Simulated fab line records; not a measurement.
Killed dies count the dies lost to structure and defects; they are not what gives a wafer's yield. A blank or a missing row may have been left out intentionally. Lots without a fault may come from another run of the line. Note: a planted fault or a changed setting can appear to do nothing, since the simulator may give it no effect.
Which tool is to blame? -- flow nandHarc -- Sampling: 9 lots, 27 wafers, 5 of 1302 route steps

== WHAT EACH GAUGE READ, for each wafer ==
NHARC_END_WLT_00.
lot,measured,on,VT_DECK1_MIDDLE_INNER
L726,day 24 09:59,prober-02,0.887 0.878 0.878
L727,day 25 03:08,prober-01,0.873 0.886 0.878
L729,day 25 12:23,prober-01,0.880 0.884 0.872
L730,day 25 20:43,prober-01,0.890 0.889 0.894
L732,day 27 06:35,prober-02,0.893 0.880 0.880
L737,day 29 00:20,prober-02,0.880 0.875 0.875
L739,day 29 22:59,prober-02,0.896 0.883 0.889
L746,day 32 14:34,prober-01,0.963 0.964 0.976
L749,day 34 16:24,prober-02,0.971 0.971 0.965

== WHAT TOOL EACH LOT RAN ON (gives the tool, then ch and the chambers of the sampled wafers, and finally the start) ==
lot,NHARC_A_CHANNEL_HOLE_D1_ETCH_25,NHARC_A_CHANNEL_FILL_D1_ETCHBACK_19,NHARC_A_CHANNEL_FILL_D1_CVD_05,NHARC_A_CHANNEL_FILL_D1_CMP_10
L726,"harEtch-01 ch 0, day 8 21:59","rieSi-03 ch 2,3, day 10 02:25","lpcvdPoly-03 ch 0, day 10 05:06","cmp-03 ch 1,2, day 11 02:11"
L727,"harEtch-01 ch 1, day 9 16:02","rieSi-05 ch 0,1,3, day 10 20:53","lpcvdPoly-04 ch 0, day 11 00:32","cmp-01 ch 0,2, day 11 21:12"
L729,"harEtch-01 ch 0,1, day 10 00:19","rieSi-05 ch 0,2,3, day 11 03:59","lpcvdPoly-04 ch 0, day 11 06:34","cmp-02 ch 0,1,2, day 12 03:11"
L730,"harEtch-01 ch 0,1, day 10 11:14","rieSi-03 ch 0,1,2, day 11 13:29","lpcvdPoly-03 ch 0, day 11 16:09","cmp-03 ch 1,2, day 12 12:44"
L732,"harEtch-01 ch 0,1, day 11 02:52","rieSi-03 ch 0,2,3, day 12 07:23","lpcvdPoly-02 ch 0, day 12 10:10","cmp-01 ch 0,2,3, day 13 06:52"
L737,"harEtch-01 ch 0,1, day 13 08:36","rieSi-03 ch 0,1,3, day 14 19:50","lpcvdPoly-02 ch 0, day 14 22:40","cmp-01 ch 1,2,3, day 15 21:28"
L739,"harEtch-02 ch 0,1, day 14 07:57","rieSi-03 ch 0,1, day 15 11:10","lpcvdPoly-02 ch 0, day 15 13:58","cmp-01 ch 0,1, day 16 07:47"
L746,"harEtch-01 ch 0,1, day 17 03:44","rieSi-03 ch 0,1,2, day 18 06:47","lpcvdPoly-04 ch 0, day 18 09:24","cmp-01 ch 0,1,2, day 19 07:20"
L749,"harEtch-01 ch 0,1, day 18 12:19","rieSi-03 ch 0,1,2, day 19 15:04","lpcvdPoly-04 ch 0, day 19 17:40","cmp-02 ch 2,3, day 20 14:46"
- NHARC_A_CHANNEL_HOLE_D1_ETCH_25: etches the open film in C4F8/O2/Ar, time 1040.2 s, target depth 1500 nm.
- NHARC_A_CHANNEL_FILL_D1_ETCHBACK_19: etches the open film in HBr/Cl2, target depth 5 nm, time 1.7 s.
- NHARC_A_CHANNEL_FILL_D1_CVD_05: deposits poly-Si, target thk 5 nm.
- NHARC_A_CHANNEL_FILL_D1_CMP_10: polishes, target thk 150 nm.

== THE ANSWER, worked out from the rows above alone ==
Rule: what is usual is taken from the lots themselves. The widest of any qualifying gaps counts: lots, ordered by their means at a reading, are off when they make up no more than a third of the lots, leave a main group of 4 or more, and stand apart from it by 3 or more times the standard deviation of that group's means. A main group is skipped when, at the precision printed for the reading in the tables above, its means are all equal. Also off: a lot with no number at a reading for which 4 or more lots have one. Any other lot the step has rows for is counted as sound.
Off: L746, L749, seen at NHARC_END_WLT_00 (VT_DECK1_MIDDLE_INNER). The main group has a mean of 0.883 with a standard deviation of 0.0051.
If a tool, at a process step before that reading, ran all the lots that are off and no sound lot after the first of them, it fits. Those tools and the gauges at NHARC_END_WLT_00 are tried in the same way. Can't be told from this: 3 tools fit, harEtch-01 at NHARC_A_CHANNEL_HOLE_D1_ETCH_25, rieSi-03 at NHARC_A_CHANNEL_FILL_D1_ETCHBACK_19, lpcvdPoly-04 at NHARC_A_CHANNEL_FILL_D1_CVD_05.

== WHAT THE SIMULATOR HAD INSERTED ==
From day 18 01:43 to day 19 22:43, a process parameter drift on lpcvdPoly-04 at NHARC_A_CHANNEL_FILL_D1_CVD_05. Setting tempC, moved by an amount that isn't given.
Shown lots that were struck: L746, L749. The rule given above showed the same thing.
